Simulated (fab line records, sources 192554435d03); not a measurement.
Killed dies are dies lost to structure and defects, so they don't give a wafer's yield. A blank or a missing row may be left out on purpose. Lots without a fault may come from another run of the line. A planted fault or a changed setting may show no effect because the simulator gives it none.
Chamber matching | flow n5_finfet | N5_BEOL_M1_STRIP_66 on rie_diel-02: 4 sister chambers
The step strips in CF4. 4 wafers are shown with their chamber, then 8 later ones without.

WAFERS WITH THEIR CHAMBER
wafer  | chamber | drypump_motor_current_A (A)
L082.1 | 2       | 6.1
L082.2 | 1       | 6.6
L085.5 | 0       | 6.3
L086.1 | 3       | 5.3

WAFERS WITHOUT THEIR CHAMBER
wafer  | drypump_motor_current_A (A)
L086.2 | 6.1
L086.6 | 6.6
L092.2 | 6.2
L092.4 | 6.2
L092.6 | 6.2
L097.3 | 6.3
L097.5 | 6.3
L097.6 | 6.6

WHICH CHAMBER EACH WENT THROUGH
wafer  | from the rows above     | in truth
L086.2 | 2                       | 2
L086.6 | 1                       | 1
L092.2 | can't be placed: 0 or 2 | 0
L092.4 | can't be placed: 0 or 2 | 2
L092.6 | can't be placed: 0 or 2 | 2
L097.3 | 0                       | 0
L097.5 | 0                       | 0
L097.6 | 1                       | 1
Placed correctly: 5 of 8. Can't be placed from these rows: 3 (the true chamber is among the candidates in 3). Placed wrongly: 0.
How it was worked out, from the rows above alone: a wafer's distance from a chamber is the root of the sum, over the readings, of the square of ((its reading less the chamber's mean) divided by the reading's scatter). The wafer belongs to the nearest chamber; if the next one is less than 2 further off, it can't be placed. A chamber's mean is the mean of its shown wafers. The scatter: with one shown wafer a chamber, the root of the mean of the squares of how far each hidden wafer lies from its nearest shown one.
